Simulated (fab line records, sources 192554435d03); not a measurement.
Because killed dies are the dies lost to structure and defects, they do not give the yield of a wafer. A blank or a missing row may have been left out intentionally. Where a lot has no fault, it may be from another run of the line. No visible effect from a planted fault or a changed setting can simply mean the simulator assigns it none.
Which of the tools did it? ; flow n5-finfet ; Sampling: 13 lots, 37 wafers, 4 of 1938 route steps

WHAT THE GAUGES SHOWED, per wafer
N5_BEOL_M9_CD_MEAS_11 targets a cd of 64.1 nm. Usual: cd-nm reads 64.1 nm (standard deviation 0.75).
lot;measured;on;cd-nm (nm);flag
L757;day 9 15:24;cd-sem-01;65.2 64.9 64.4;
L759;day 9 19:32;cd-sem-02;65.4 64.9 64.7;
L764;day 11 08:29;cd-sem-03;64.5 63.2 64.0;
L763;day 11 09:56;cd-sem-02;64.8 64.4 63.9;
L769;day 12 17:39;cd-sem-03;64.2 64.4;
L771;day 13 03:45;cd-sem-03;64.6 64.4 63.7;
L772;day 13 22:09;cd-sem-01;62.4 64.5 63.3;
L775;day 14 09:38;cd-sem-03;64.6 64.9 63.4;
L778;day 14 21:42;cd-sem-03;63.8 63.0 64.0;
L776;day 14 21:44;cd-sem-02;64.5 63.2 65.2;
L774;day 15 00:14;cd-sem-02;63.9 63.6;
L780;day 15 17:48;cd-sem-03;62.9 63.6 63.0;
L779;day 15 18:01;cd-sem-03;64.5 63.9 64.1;

N5_BEOL_M9_CD_MEAS_28 targets a cd of 70 nm. Usual: cd-nm reads 70.0 nm (standard deviation 0.34).
lot;measured;on;cd-nm (nm);flag
L757;day 9 17:22;cd-sem-03;69.6 69.8 70.3;
L759;day 9 23:24;cd-sem-01;69.6 69.9 69.9;
L764;day 11 09:47;cd-sem-01;70.2 70.4 70.1;
L763;day 11 11:08;cd-sem-02;69.8 70.5 69.9;
L769;day 12 21:34;cd-sem-02;70.4 70.6;
L771;day 13 05:17;cd-sem-03;69.8 70.4 69.8;
L772;day 14 01:33;cd-sem-03;69.8 70.2 69.6;
L775;day 14 12:56;cd-sem-02;69.2 69.6 69.3;
L778;day 15 00:23;cd-sem-01;70.0 70.1 70.3;
L776;day 15 00:31;cd-sem-01;70.1 70.1 70.8;
L774;day 15 01:18;cd-sem-01;70.2 70.1;
L780;day 15 22:25;cd-sem-03;69.5 69.6 69.3;
L779;day 15 21:19;cd-sem-02;70.1 69.9 70.2;

TOOL THAT RAN EACH LOT (tool first, then ch and the chambers of the sampled wafers, then the start)
lot;N5_BEOL_M9_HM_DEP_02;N5_BEOL_M9_COAT_63
L757;pvd-sputter-03, day 9 15:02;litho-track-05 ch 0, day 9 16:57
L759;pvd-sputter-02, day 9 19:02;litho-track-01 ch 0, day 9 23:08
L764;pvd-sputter-01, day 11 08:07;litho-track-01 ch 0, day 11 09:29
L763;pvd-sputter-03, day 11 09:34;litho-track-01 ch 0, day 11 10:52
L769;pvd-sputter-02, day 12 17:09;litho-track-02 ch 0, day 12 21:17
L771;pvd-sputter-01, day 13 03:21;litho-track-05 ch 0, day 13 04:53
L772;pvd-sputter-03, day 13 21:40;litho-track-05 ch 0, day 14 01:07
L775;pvd-sputter-03, day 14 09:16;litho-track-02 ch 0, day 14 12:40
L778;pvd-sputter-01, day 14 21:13;litho-track-01 ch 0, day 15 00:07
L776;pvd-sputter-03, day 14 21:22;litho-track-05 ch 0, day 15 00:15
L774;pvd-sputter-01, day 14 23:44;litho-track-02 ch 0, day 15 01:02
L780;pvd-sputter-03, day 15 17:25;litho-track-05 ch 0, day 15 22:08
L779;pvd-sputter-03, day 15 17:31;litho-track-01 ch 0, day 15 21:03
- N5_BEOL_M9_HM_DEP_02: deposits TiN, target thk 20 nm.
- N5_BEOL_M9_COAT_63: time 60 s, resist thk 60 nm.

WHAT THE TOOLS THEMSELVES READ (means of the sampled wafers that have a number; where no wafer has one, the mark that the record gives instead)
N5_BEOL_M9_HM_DEP_02. Usual: throttle-valve-pct reads 30.2 % (standard deviation 0.92).
lot;tool;throttle-valve-pct (%);flag
L757;pvd-sputter-03;30.6;
L759;pvd-sputter-02;30.5;
L764;pvd-sputter-01;29.6;
L763;pvd-sputter-03;31.0;
L769;pvd-sputter-02;30.9;
L771;pvd-sputter-01;30.0;
L772;pvd-sputter-03;29.9;
L775;pvd-sputter-03;30.2;
L778;pvd-sputter-01;29.9;
L776;pvd-sputter-03;31.2;
L774;pvd-sputter-01;29.4;
L780;pvd-sputter-03;30.8;
L779;pvd-sputter-03;30.1;

N5_BEOL_M9_COAT_63. Usual: spin-speed-rpm reads 1499.7 rpm (standard deviation 0.91).
lot;tool;spin-speed-rpm (rpm);flag
L757;litho-track-05;1500.0;
L759;litho-track-01;1498.5;
L764;litho-track-01;1307.4;OFF
L763;litho-track-01;1307.7;OFF
L769;litho-track-02;1498.6;
L771;litho-track-05;1499.4;
L772;litho-track-05;1499.6;
L775;litho-track-02;1499.8;
L778;litho-track-01;1499.8;
L776;litho-track-05;1498.5;
L774;litho-track-02;1500.7;
L780;litho-track-05;1498.4;
L779;litho-track-01;1500.1;

THE ANSWER, worked out from the rows above alone
Rule: take the mean of a lot's wafers that have a number; if it is more than 3 standard deviations from the usual mean, the lot is off. Also off: a lot with no number at a reading for which 4 or more lots have one. The other lots that the step has rows for count as sound. After the gauges, taken in route order, come the tools' own readings; for these a lot's mean is taken, as printed above. At the first step where some lot is off, the reading lying furthest off is the one used; lots without a number count as furthest.
Off: L764, L763 (N5_BEOL_M9_COAT_63, spin-speed-rpm).
If a tool, at that step or one of the process steps before it, ran each lot that is off and ran no sound lot following the first of them, it fits. None of those tried fits.

WHAT THE SIMULATOR HAD PUT IN
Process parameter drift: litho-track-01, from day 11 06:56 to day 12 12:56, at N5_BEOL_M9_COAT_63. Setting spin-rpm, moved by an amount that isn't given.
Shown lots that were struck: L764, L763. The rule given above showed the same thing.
